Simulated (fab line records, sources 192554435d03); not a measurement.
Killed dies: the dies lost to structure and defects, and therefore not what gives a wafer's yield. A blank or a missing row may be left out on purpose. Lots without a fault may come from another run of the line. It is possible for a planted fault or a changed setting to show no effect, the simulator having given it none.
8D (eight disciplines) problem report, filled in by code + flow n5 finfet + the parts of the form that need people (team, actions taken, sign-off) are left out

1. WHAT WENT WRONG
cathode dc power W at N5_BEOL_M13_SPUTTER_43 reads a mean of 14125 W on 6 wafers of 2 lots; wafers without a fault read 15000 W with a standard deviation of 2.8. That is -99 or more standard deviations from the usual mean.
The step: material TaN, target thk 15 nm, time 24.19 s.
First observed at day 15 08:05: wafer L194.1, on pvd sputter-01. The record holds 18 wafers of 6 lots with a number at this step. Rule for "out" (also "out of limits"): further than 4 standard deviations from the usual mean. All remaining wafers that have a number are taken as sound.

2. WHAT IT IS, WHAT IT ISN'T
| question                    | is                     | is not                                                             |
|-----------------------------|------------------------|--------------------------------------------------------------------|
| which readings at this step | cathode dc power W     | throttle valve pct                                                 |
| which lots                  | L194, L196             | L179, L183, L185, L201                                             |
| which wafers of those lots  | all that have a number | -                                                                  |
| read on which tools         | pvd sputter-01         | pvd sputter-02, pvd sputter-03                                     |
| when                        | from day 15 08:05      | up to then (9 sound wafers); but 3 sound wafers of L201 came after |

3. WHAT RULES OUT EACH SUSPECT
Counting: a tool stays on the suspect list if, at a process step up to the reading, it processed all lots that are out and no sound lot following the first of them.
- rie diel-02 at N5_BEOL_M13_ETCH_38 (etches SiCN in CF4/N2, target depth 67.5 nm, time 71.9 s): kept. Every lot that is out went through it, starting with L194 (day 15 07:46), and after that it ran no sound lot; the last sound lot it ran before then is L183 (day 11 10:52).
- pvd sputter-01 at N5_BEOL_M13_PRE_CLEAN_42 (time 30 s): kept. Every lot that is out went through it, starting with L194 (day 15 08:02), and after that it ran no sound lot; the last sound lot it ran before then is L179 (day 11 04:19).
- pvd sputter-01 at N5_BEOL_M13_SPUTTER_43 (material TaN, target thk 15 nm, time 24.19 s): kept. Every lot that is out went through it, starting with L194 (day 15 08:05), and after that it ran no sound lot; the last sound lot it ran before then is L179 (day 11 04:21). Its own cathode dc power W readings are out on those wafers.
After the count, these remain: rie diel-02 at N5_BEOL_M13_ETCH_38, pvd sputter-01 at N5_BEOL_M13_PRE_CLEAN_42 and pvd sputter-01 at N5_BEOL_M13_SPUTTER_43.

4. THE CAUSE (what the simulator had put in)
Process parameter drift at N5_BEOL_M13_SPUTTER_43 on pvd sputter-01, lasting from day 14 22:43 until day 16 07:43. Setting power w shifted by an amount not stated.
Counting leaves 3 suspects; this tool is one of them.

5. THE CHAIN OF EFFECTS, in route order
Each row: a reading where the mean over the struck wafers with a number is more than 3 standard deviations away from the usual. Scope: only readings with a usual standard deviation given in the record; hours: median across lots of the time from each lot's start at the first step in this table that gives one to its start at this step; sigmas: change in usual standard deviations.
| hours | step                   | reading            | usual   | on struck wafers | change | sigmas      |
|-------|------------------------|--------------------|---------|------------------|--------|-------------|
| 0     | N5_BEOL_M13_SPUTTER_43 | cathode dc power W | 15000 W | 14125            | -875   | -99 or more |
It contains these process steps:
- N5_BEOL_M13_SPUTTER_43: material TaN, target thk 15 nm, time 24.19 s.

6. HOW IT WOULD HAVE BEEN CAUGHT EARLIER
In this record the first reading out of limits was taken at day 15 08:05, 9 hours after the fault began at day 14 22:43.
